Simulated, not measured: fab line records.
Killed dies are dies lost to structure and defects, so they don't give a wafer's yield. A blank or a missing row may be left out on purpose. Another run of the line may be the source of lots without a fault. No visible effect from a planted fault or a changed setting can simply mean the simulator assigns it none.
Matching of chambers ; flow nandHarc ; rieDiel-05 running NHARC_A_CONTACT_ETCH_92: 4 sister chambers
The step etches the open film in CH3F/O2, target depth 40 nm, time 85.7 s. 20 wafers are shown with their chamber, then 10 later ones without.

## EACH WAFER AND ITS CHAMBER
wafer;chamber;showerheadPlenumPTorr (Torr);drypumpMotorCurrentA (A);rfVppV (V)
L077.2;3;2.43;6.7;244.1
L077.3;0;2.48;5.8;245.1
L077.4;2;2.57;6.2;246.9
L076.1;2;2.57;6.2;246.4
L076.2;1;2.44;5.9;244.2
L076.6;0;2.48;5.8;243.1
L079.2;0;2.48;5.8;245.4
L079.3;3;2.43;6.6;244.1
L079.4;1;2.44;6.0;243.2
L083.2;0;2.48;5.8;244.3
L083.3;3;2.43;6.6;243.9
L083.4;1;2.44;5.9;244.4
L087.2;1;2.43;6.0;244.5
L087.3;2;2.56;6.1;245.9
L087.5;1;2.43;5.9;243.8
L086.3;3;2.42;6.6;244.7
L086.5;2;2.56;6.2;245.5
L086.6;1;2.43;5.9;244.5
L090.1;3;2.42;6.7;243.4
L090.5;3;2.42;6.6;245.2

SIGNATURES (means of the wafers above)
reading;chamber 0;chamber 1;chamber 2;chamber 3;scatter within a chamber
showerheadPlenumPTorr;2.4800;2.4350;2.5650;2.4250;0.005
drypumpMotorCurrentA;5.800;5.933;6.175;6.633;0.0462
rfVppV;244.475;244.100;246.175;244.233;0.689
Rule: distance of a wafer from a chamber = root of the sum over the readings of ((wafer's reading minus chamber's mean) / reading's scatter) squared. If the next closest chamber is less than 2 further off than the closest, the wafer can't be placed; otherwise it belongs to the closest. The scatter: the root of (the sum of the squares of (reading less its chamber's mean) over the shown wafers, divided by (wafers less chambers)).

## WAFERS WHOSE CHAMBER IS MISSING
wafer;showerheadPlenumPTorr (Torr);drypumpMotorCurrentA (A);rfVppV (V)
L090.6;2.56;6.1;245.4
L091.2;2.42;6.6;244.3
L091.5;2.55;6.2;246.0
L091.6;2.42;6.6;244.1
L094.2;2.47;5.8;244.8
L094.3;2.43;5.9;243.9
L094.6;2.42;6.6;244.8
L092.1;2.55;6.2;246.1
L092.2;2.42;6.6;245.0
L092.4;2.47;5.8;245.2

## WHICH CHAMBER EACH ONE RAN IN
wafer;from the rows above;in truth
L090.6;2;2
L091.2;3;3
L091.5;2;2
L091.6;3;3
L094.2;0;0
L094.3;1;1
L094.6;3;3
L092.1;2;2
L092.2;3;3
L092.4;0;0
Correctly placed: 10 of 10. Not placeable from these rows: 0. Wrongly placed: 0.
